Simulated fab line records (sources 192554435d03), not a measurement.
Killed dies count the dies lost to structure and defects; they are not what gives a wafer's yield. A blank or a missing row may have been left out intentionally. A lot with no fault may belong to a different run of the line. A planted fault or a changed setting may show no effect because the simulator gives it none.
Struck lot and sound lot, side by side -- flow n5Finfet -- 38 out of 1938 route steps
Sound: the wafers L811.1, L811.2, L811.5. Struck: wafers L820.1, L820.2, L820.3. The cause is given at the end.
Per side, at each step with rows, come the tool, then ch with its chambers, and then its first start. Under that, the readings that differ: sound wafers -- struck wafers -- difference of the means -- sigmas: that difference in standard deviations of wafers without a fault.
alike: a reading whose means differ by less than 2 such deviations, as well as words and numbers matching on both sides. not compared: withheld readings; readings where some wafer has no value; bounds like >300 that might hide an equal value; numbers whose values overlap and for which the record gives no deviation.
The two part at a step that has a row with sigmas, a row that says differs or no value, or rows on one side only. When numbers do not overlap yet have no deviation, they are printed without sigmas and do not part them. A reading that every wafer of one side lacks parts them only if that side has two wafers or more.

first, 9 steps without rows for these wafers: N5_MOL_CONTACT_COAG_COAT_02 (resist thk 30 nm); N5_MOL_CONTACT_COAG_EBR_04; N5_MOL_CONTACT_COAG_SOFTBAKE_03 (time 60 s); N5_MOL_CONTACT_COAG_EXPOSE_05 (exposes mask CA, defocus 0 nm); N5_MOL_CONTACT_COAG_PEB_06 (peb time 60 s); N5_MOL_CONTACT_COAG_DEVELOP_07 (develop time 30 s); N5_MOL_CONTACT_COAG_DESCUM_13 (chemistry O2, time 7 s); N5_MOL_CONTACT_COAG_ETCH_59 (etches underlayer in N2/H2, target depth 13 nm, time 10.4 s); N5_MOL_CONTACT_COAG_ETCH_105 (etches SiARC in CF4, target depth 15.6 nm, time 26 s).
N5_MOL_CONTACT_COAG_ETCH_106: etches SOC in N2/H2, target depth 80 nm, overetch 16 nm, time 120 s.
  sound on rieDiel-02 ch 1,2,3, day 4 22:33; struck on rieDiel-02 ch 0,1,3, day 7 05:00
reading,sound,struck,difference,sigmas
rfFwdPowerW (W),837.1 833.7 833.8,1037.6 1033.8 1039.4,+202.1,+72
rfVppV (V),527.3 525.8 527.7,490.8 490.2 485.7,-38.0,-15
model.SiARC_of_MOL_CONTACT_COAG_COAT_104.thkNm (nm),6.4 6.6 6.4,5.6 5.8 5.4,-0.9,
model.MOL_CONTACT_COAG.cdOffsetNm (nm),0 0 0,0.6 0.8 0.6,+0.7,
  alike: drypumpMotorCurrentA, oesProductAu, showerheadPlenumPTorr, throttleValvePct
  not compared: rfHoursCounterH
then, 5 steps without rows for these wafers: N5_MOL_CONTACT_COAG_STRIP_107 (strips in N2/H2); N5_MOL_CONTACT_COAG_STRIP_108 (strips in N2/H2); N5_MOL_CONTACT_COAG_CONTACT_ETCH_14 (etches SiO2 in C4F6/O2, target depth 27.5 nm, overetch 8.5 nm, time 20 s); N5_MOL_CONTACT_COAG_STRIP_109 (strips in C4F6/O2); N5_MOL_CONTACT_COAG_ETCH_15 (etches SiNx in CH3F/O2, stops on Si:P, target depth 7 nm).
N5_MOL_CONTACT_COAG_ETCH_110: etches Si in CF4/O2, target depth 2.5 nm, time 8 s.
  sound on rieDiel-02 ch 1,2,3, day 4 22:45; struck on rieDiel-02 ch 0,1,3, day 7 05:11
reading,sound,struck,difference,sigmas
model.MOL_CONTACT_COAG.cdOffsetNm (nm),0 -0.2 -0.2,0.4 0.8 0.6,+0.7,
  alike: O2_flow_sccm, drypumpMotorCurrentA, oes_o_777_au, oesProductAu, rfFwdPowerW, rfVppV, showerheadPlenumPTorr, throttleValvePct
  not compared: rfHoursCounterH
then, 1 step without rows for these wafers: N5_MOL_CONTACT_COAG_STRIP_98 (strips in N2/H2).
N5_MOL_CONTACT_COAG_CD_MEAS_99 targets a cd of 17.2 nm.
  sound on cdSem-03 at day 4 22:52; struck on cdSem-03 at day 7 05:19
reading,sound,struck,difference,sigmas
cdNm (nm),16.88 17.14 16.74,17.59 18.11 18.46,+1.13,+4
then, 18 steps without rows for these wafers: N5_MOL_CONTACT_COAG_IMPLANT_129; N5_MOL_CONTACT_COAG_PRECLEAN_111 (cleans in NF3:NH3, afs cycles 1, time 20 s, sublimation time 60 s); N5_MOL_CONTACT_COAG_TI_SIL_19 (material Ti, target thk 4.2 nm, time 15 s); N5_MOL_CONTACT_COAG_ALD_20 (deposits TiN, target thk 1.5 nm, pulse time 1 s, purge time 3 s); N5_MOL_CONTACT_COAG_SIL_ANNEAL_21 (time 60 s); N5_MOL_CONTACT_COAG_PRE_CLEAN_141 (time 60 s); N5_MOL_CONTACT_COAG_SPUTTER_143 (material Co, target thk 2.5 nm); N5_MOL_CONTACT_COAG_CO_FILL_22 (material Co, precursor CCTBA/H2, target thk 20 nm); N5_MOL_CONTACT_COAG_ANNEAL_113 (time 300 s); N5_MOL_CONTACT_COAG_PRE_CLEAN_142 (time 60 s); N5_MOL_CONTACT_COAG_SPUTTER_130 (material Co, target thk 47.5 nm); N5_MOL_CONTACT_COAG_PRECLEAN_125 (cleans in DIW, time 57.5 s); N5_MOL_CONTACT_COAG_SRD_126 (dry time 32 s); N5_MOL_CONTACT_COAG_CMP_23 (polishes, stops on SiO2, t overpolish 1.5 s, target thk 0 nm); N5_MOL_CONTACT_COAG_WET_ETCH_26 (target Co, target depth 13 nm); N5_MOL_CONTACT_COAG_WET_ETCH_116 (etches the open film in SC1-inhibited, target depth 4.6 nm, rinse time 30 s); N5_MOL_CONTACT_COAG_ALD_27 (deposits SiOC, target thk 17 nm, pulse time 1.5 s, time 2720 s); N5_MOL_CONTACT_COAG_CMP_28 (polishes, stops on SiNx, t overpolish 0.85 s, target thk 14.522 nm).
-- here the record skips 4 days between the struck wafers' starts before and after, leaving off in module MOL_CONTACT_COAG and picking up in module BEOL_M4 (first step shown: number 1111 of the route) --
N5_BEOL_M4_RC_MEAS_101:
  sound on prober-01 ch 0, day 9 00:08; struck on prober-01 ch 0, day 10 20:08
reading,sound,struck,difference,sigmas
RC_DENSE_N (ohm.um),19.04 19.14 19.28,18.48 18.01 17.91,-1.02,-3
RC_DENSE_P (ohm.um),24.1 23.9 23.9,23.2 22.4 22.6,-1.2,-3
RC_N (ohm.um),15.41 15.44 15.60,15.02 14.80 14.72,-0.64,-3
RC_P (ohm.um),19.2 19.6 19.5,18.9 18.4 18.4,-0.9,-3
  alike: DIBL_N, DIBL_P, IOFF_N, IOFF_P, ION_N, ION_P, SS_N, SS_P, VT_N, VT_P
-- here the record skips 4 days between the struck wafers' starts before and after, leaving off in module BEOL_M4 and picking up in module PASSIVATION (first step shown: number 1936 of the route) --
N5_PASSIVATION_PROBE_49:
  record: rows for the struck wafers here (prober-01, day 15 04:33), none for the sound ones

## WHERE THEY PART
Earliest at N5_MOL_CONTACT_COAG_ETCH_106; latest, in this record, at N5_PASSIVATION_PROBE_49.

WHY: what had been put in by the simulator
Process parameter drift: rieDiel-02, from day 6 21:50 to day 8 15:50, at N5_MOL_CONTACT_COAG_ETCH_106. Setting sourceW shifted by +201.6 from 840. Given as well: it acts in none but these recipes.
